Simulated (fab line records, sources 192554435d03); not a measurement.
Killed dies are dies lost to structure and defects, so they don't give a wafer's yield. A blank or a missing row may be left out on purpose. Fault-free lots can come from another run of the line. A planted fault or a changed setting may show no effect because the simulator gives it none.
Matching of chambers    flow n5 finfet    4 sister chambers for N5_BEOL_M8_DESCUM_33 on rie diel-06
The step chemistry O2, time 7 s. 4 wafers are shown with their chamber, then 11 later ones without.

== WAFERS, EACH WITH ITS CHAMBER ==
wafer   chamber  throttle valve pct (%)
L081.5  3        20.41
L083.2  0        20.01
L083.3  1        20.53
L083.4  2        19.98

== WAFERS WITH NO CHAMBER GIVEN ==
wafer   throttle valve pct (%)
L083.5  20.02
L083.6  20.53
L088.1  20.03
L088.2  20.41
L088.3  19.99
L088.4  20.12
L088.5  20.44
L088.6  20.00
L089.1  20.43
L089.2  20.03
L089.5  20.00

== WHICH CHAMBER EACH ONE RAN IN ==
wafer   from the rows above      in truth
L083.5  can't be placed: 0 or 2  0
L083.6  1                        1
L088.1  can't be placed: 0 or 2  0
L088.2  3                        3
L088.3  can't be placed: 2 or 0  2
L088.4  can't be placed: 0 or 2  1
L088.5  can't be placed: 3 or 1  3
L088.6  can't be placed: 0 or 2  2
L089.1  3                        3
L089.2  can't be placed: 0 or 2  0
L089.5  can't be placed: 0 or 2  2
Correct placement for 3 of the 11. Not placeable from these rows: 8 (in 7, the candidates include the true chamber). Wrongly placed: 0.
How it was worked out, from the rows above alone: a wafer's distance from a chamber is the root of the sum, over the readings, of the square of ((its reading less the chamber's mean) divided by the reading's scatter). The wafer belongs to the nearest chamber; if the next one is less than 2 further off, it can't be placed. Each chamber's mean is taken over the wafers shown for it. The scatter: with one shown wafer a chamber, the root of the mean of the squares of how far each hidden wafer lies from its nearest shown one.
